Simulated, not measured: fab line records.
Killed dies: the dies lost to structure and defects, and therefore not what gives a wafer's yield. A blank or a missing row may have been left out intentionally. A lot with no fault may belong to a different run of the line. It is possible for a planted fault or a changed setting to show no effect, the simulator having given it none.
What tool caused it? -- flow n5-finfet -- 24 wafers from 8 lots sampled at 7 of the route's 1938 steps

## WHAT EACH GAUGE READ, for each wafer
N5_GATE_CUT_THK_MEAS_24. Usual: GC_FILL_THK 220.0 nm, standard deviation 1.7.
lot,measured,on,GC_FILL_THK (nm),flag
L702,day 5 00:14,film-metro-02,221.3 221.3 220.4,
L706,day 5 18:14,film-metro-01,218.1 219.2 220.5,
L707,day 6 04:04,film-metro-02,217.3 221.2 227.3,
L718,day 9 01:45,film-metro-01,217.5 221.7 219.8,
L720,day 9 08:52,film-metro-01,220.4 221.7 223.3,
L721,day 9 16:40,film-metro-02,219.8 221.7 219.6,
L722,day 9 22:05,film-metro-01,219.2 223.6 221.5,
L723,day 10 04:04,film-metro-02,219.9 218.6 220.9,

N5_BEOL_M4_RC_MEAS_101. Usual: DIBL_N 36.3 mV/V, standard deviation 1.7; DIBL_P 36.5 mV/V, standard deviation 1.8; IOFF_N 0.16 nA/um, standard deviation 0.033; IOFF_P 0.21 nA/um, standard deviation 0.037; ION_N 675 uA/um, standard deviation 11; ION_P 462 uA/um, standard deviation 7.9; SS_N 71.6 mV/dec, standard deviation 0.64; SS_P 73.3 mV/dec, standard deviation 0.68; VT_N 249 mV, standard deviation 3.3; VT_P -250 mV, standard deviation 3.3.
lot,measured,on,DIBL_N (mV/V),DIBL_P (mV/V),IOFF_N (nA/um),IOFF_P (nA/um),ION_N (uA/um),ION_P (uA/um),SS_N (mV/dec),SS_P (mV/dec),VT_N (mV),VT_P (mV),flag
L702,day 8 11:33,prober-02,33.6 36.4 35.8,34.1 37.0 36.4,0.14 0.18 0.17,0.21 0.25 0.24,673 679 676,467 468 467,71.1 72.3 71.8,73.2 73.4 73.1,248 250 249,-248 -249 -246,
L706,day 8 14:51,prober-02,37.3 33.8 35.5,37.5 33.5 36.1,0.18 0.12 0.15,0.23 0.17 0.21,680 677 683,470 471 476,71.2 70.7 72.1,72.8 71.7 72.8,247 255 250,-250 -253 -250,
L707,day 9 10:17,prober-01,37.3 36.6 37.0,38.4 36.7 37.8,0.18 0.17 0.17,0.24 0.22 0.24,680 688 676,466 459 465,72.3 71.7 72.3,72.8 72.8 73.0,247 250 249,-251 -253 -248,
L718,day 12 00:10,prober-02,37.3 35.6 35.4,35.4 34.2 34.3,0.16 0.15 0.14,0.22 0.22 0.21,675 703 677,466 481 469,71.4 71.4 71.2,72.8 72.5 72.8,247 246 249,-246 -244 -245,
L720,day 12 03:55,prober-01,37.3 36.3 37.3,36.6 35.8 36.4,0.16 0.15 0.17,0.23 0.22 0.23,678 662 667,472 460 464,71.4 71.4 71.9,72.5 73.4 73.5,254 253 249,-245 -248 -247,
L721,day 13 00:05,prober-02,33.4 35.3 34.3,33.1 34.8 33.9,0.13 0.16 0.14,0.17 0.19 0.18,682 677 672,465 462 459,71.4 71.3 71.9,72.7 73.6 73.2,251 247 250,-254 -251 -252,
L722,day 13 03:38,prober-02,40.0 38.2 37.6,40.9 38.7 37.9,0.28 0.23 0.21,0.27 0.24 0.22,717 695 687,475 461 459,72.9 73.1 71.7,74.6 74.5 73.4,241 242 245,-250 -249 -251,
L723,day 13 10:11,prober-02,36.2 37.3 37.5,35.1 36.3 37.0,0.14 0.16 0.16,0.17 0.18 0.20,662 677 673,447 458 458,71.2 72.1 71.5,73.8 73.9 74.2,253 249 247,-251 -254 -253,

## EACH LOT AND THE TOOL THAT RAN IT (in order: tool; ch and the chambers of the sampled wafers; start)
lot,N5_GATE_CUT_CMP_02,N5_GATE_CUT_HM_DEP_46,N5_GATE_CUT_HM_OPEN_40,N5_GATE_CUT_CUT_ETCH_55,N5_GATE_CUT_VAPOR_ETCH_49
L702,"cmp-03 ch 0,1,2, day 4 20:01","pecvd-03 ch 0,1, day 4 20:20","rie-diel-05 ch 0,1,3, day 4 21:00","rie-metal-01 ch 0,1, day 4 21:21","rie-metal-01 ch 0,1, day 4 21:26"
L706,"cmp-03 ch 0,1,2, day 5 14:39","pecvd-03 ch 0,2, day 5 14:55","rie-diel-02 ch 0,1,3, day 5 15:40","rie-metal-02 ch 0,1, day 5 16:01","rie-metal-02 ch 0,1, day 5 16:07"
L707,"cmp-03 ch 0,1,3, day 6 00:01","pecvd-03 ch 0,1, day 6 00:20","rie-diel-04 ch 0,2,3, day 6 01:32","rie-metal-02 ch 0,1, day 6 01:53","rie-metal-02 ch 0,1, day 6 01:58"
L718,"cmp-02 ch 1,2,3, day 8 18:46","pecvd-04 ch 0,2, day 8 19:02","rie-diel-05 ch 0,1,2, day 8 19:46","rie-metal-03 ch 0,1, day 8 20:08","rie-metal-03 ch 0,1, day 8 20:13"
L720,"cmp-03 ch 2,3, day 9 05:19","pecvd-02 ch 0,2, day 9 05:40","rie-diel-04 ch 0,1,2, day 9 06:26","rie-metal-01 ch 0,1, day 9 06:46","rie-metal-01 ch 0,1, day 9 06:52"
L721,"cmp-02 ch 0,1,2, day 9 13:14","pecvd-04 ch 0,1, day 9 13:32","rie-diel-04 ch 0,1, day 9 14:11","rie-metal-03 ch 0,1, day 9 14:32","rie-metal-03 ch 0,1, day 9 14:37"
L722,"cmp-02 ch 0,1,3, day 9 18:18","pecvd-02 ch 1,2, day 9 18:35","rie-diel-04 ch 0,1, day 9 19:21","rie-metal-01 ch 1, day 9 19:49","rie-metal-01 ch 1, day 9 20:00"
L723,"cmp-03 ch 0,2, day 10 00:31","pecvd-03 ch 0,1,2, day 10 00:51","rie-diel-02 ch 0,1,2, day 10 01:28","rie-metal-02 ch 0,1, day 10 01:49","rie-metal-02 ch 0,1, day 10 01:55"
- N5_GATE_CUT_CMP_02: polishes, stops on SiO2, t overpolish 12.7 s, target thk 0 nm.
- N5_GATE_CUT_HM_DEP_46: deposits SiO2 from TEOS/O2, target thk 130 nm, time 26.6 s.
- N5_GATE_CUT_HM_OPEN_40: chemistry C4F6/O2, target SiO2, target depth 139 nm, time 85.1 s.
- N5_GATE_CUT_CUT_ETCH_55: etches HfO2 in BCl3, target depth 3.2 nm.
- N5_GATE_CUT_VAPOR_ETCH_49: etches TiAlC in BCl3/Cl2.

## WHAT THE TOOLS THEMSELVES READ (means of the sampled wafers that have a number; where no wafer has one, the mark that the record gives instead)
N5_GATE_CUT_CMP_02. Usual: motor-current-A 9.1 A, standard deviation 0.65; overpolish-run-s 12.700 s, standard deviation 0.0076; slurry-flow-ml-min 150.0, standard deviation 0.45; time-to-endpoint-s 25 s, standard deviation 3.4.
lot,tool,motor-current-A (A),overpolish-run-s (s),slurry-flow-ml-min,time-to-endpoint-s (s),flag
L702,cmp-03,9.1,12.697,149.7,24,
L706,cmp-03,9.2,12.706,149.9,25,
L707,cmp-03,8.7,12.698,150.1,25,
L718,cmp-02,9.3,12.699,149.7,25,
L720,cmp-03,9.4,12.705,150.0,22,
L721,cmp-02,9.2,12.700,150.2,27,
L722,cmp-02,9.5,12.696,149.9,25,
L723,cmp-03,9.6,12.698,150.3,24,

N5_GATE_CUT_HM_DEP_46. Usual: chamber-pressure-Torr 6.502 Torr, standard deviation 0.013; heater-power-w 510 W, standard deviation 66; rf-fwd-power-W 891 W, standard deviation 3.2; showerhead-plenum-p-Torr 8.344 Torr, standard deviation 0.029; throttle-valve-pct 18.7 %, standard deviation 0.77.
lot,tool,chamber-pressure-Torr (Torr),heater-power-w (W),rf-fwd-power-W (W),showerhead-plenum-p-Torr (Torr),throttle-valve-pct (%),flag
L702,pecvd-03,6.491,514,889,8.355,18.7,
L706,pecvd-03,6.504,431,890,8.339,18.8,
L707,pecvd-03,6.497,487,889,8.340,18.9,
L718,pecvd-04,6.500,476,893,8.341,19.5,
L720,pecvd-02,6.514,528,892,8.320,17.7,
L721,pecvd-04,6.501,486,888,8.323,18.8,
L722,pecvd-02,6.497,459,894,8.369,17.9,
L723,pecvd-03,6.511,540,893,8.351,18.6,

N5_GATE_CUT_HM_OPEN_40. Usual: drypump-motor-current-A 5.8 A, standard deviation 0.4; etch-rf-on-time-s 93.8 s, standard deviation 1.7; oes-product-au 0.68 a.u., standard deviation 0.05; rf-fwd-power-W 342.3 W, standard deviation 1.5; rf-vpp-V 665 V, standard deviation 8.8; showerhead-plenum-p-Torr 2.85 Torr, standard deviation 0.073; throttle-valve-pct 21.02 %, standard deviation 0.17.
lot,tool,drypump-motor-current-A (A),etch-rf-on-time-s (s),oes-product-au (a.u.),rf-fwd-power-W (W),rf-vpp-V (V),showerhead-plenum-p-Torr (Torr),throttle-valve-pct (%),flag
L702,rie-diel-05,6.2,94.5,0.72,341.7,658,2.86,20.91,
L706,rie-diel-02,5.9,92.6,0.69,340.7,667,2.81,21.05,
L707,rie-diel-04,5.6,95.5,0.65,343.4,668,2.81,21.04,
L718,rie-diel-05,5.9,95.8,0.67,343.0,654,2.91,20.91,
L720,rie-diel-04,5.5,95.8,0.70,343.6,670,2.83,21.13,
L721,rie-diel-04,5.2,95.1,0.72,342.8,674,2.85,21.04,
L722,rie-diel-04,5.2,96.3,0.73,342.4,676,2.84,21.04,
L723,rie-diel-02,6.0,93.3,0.66,343.5,669,2.83,21.15,

N5_GATE_CUT_CUT_ETCH_55. Usual: drypump-motor-current-A 5.8 A, standard deviation 0.53; oes-product-au 0.68 a.u., standard deviation 0.067; rf-fwd-power-W 441.7 W, standard deviation 2.7; throttle-valve-pct 33.2 %, standard deviation 0.44.
lot,tool,drypump-motor-current-A (A),oes-product-au (a.u.),rf-fwd-power-W (W),throttle-valve-pct (%),flag
L702,rie-metal-01,5.8,0.67,441.3,32.8,
L706,rie-metal-02,6.0,0.67,442.7,33.6,
L707,rie-metal-02,6.0,0.66,439.8,33.7,
L718,rie-metal-03,6.0,0.67,443.2,33.2,
L720,rie-metal-01,5.6,0.71,439.3,32.8,
L721,rie-metal-03,6.1,0.67,443.0,33.2,
L722,rie-metal-01,5.5,0.77,440.7,32.7,
L723,rie-metal-02,6.0,0.66,440.8,33.6,

N5_GATE_CUT_VAPOR_ETCH_49. Usual: drypump-motor-current-A 5.8 A, standard deviation 0.53; oes-product-au 0.68 a.u., standard deviation 0.068.
lot,tool,drypump-motor-current-A (A),oes-product-au (a.u.),flag
L702,rie-metal-01,5.8,0.66,
L706,rie-metal-02,6.0,0.67,
L707,rie-metal-02,6.0,0.67,
L718,rie-metal-03,6.0,0.69,
L720,rie-metal-01,5.6,0.71,
L721,rie-metal-03,6.1,0.68,
L722,rie-metal-01,5.5,0.76,
L723,rie-metal-02,6.0,0.65,

## THE ANSWER, worked out from the rows above alone
Rule: lot off if the mean of its wafers having a number is beyond 3 standard deviations from the usual mean. A lot without any number at a reading at which 4 lots or more have one is off too. All remaining lots with rows at the step are treated as sound. Order of review: gauges by route order, followed by the tools' own readings, for which a lot's mean as printed above is used. The first step at which some lot is off is used, and at that step the reading that is off furthest; a lot without a number counts as furthest.
No lot is off at any reading shown: from this, nothing can be told.

## WHAT THE SIMULATOR HAD PUT IN
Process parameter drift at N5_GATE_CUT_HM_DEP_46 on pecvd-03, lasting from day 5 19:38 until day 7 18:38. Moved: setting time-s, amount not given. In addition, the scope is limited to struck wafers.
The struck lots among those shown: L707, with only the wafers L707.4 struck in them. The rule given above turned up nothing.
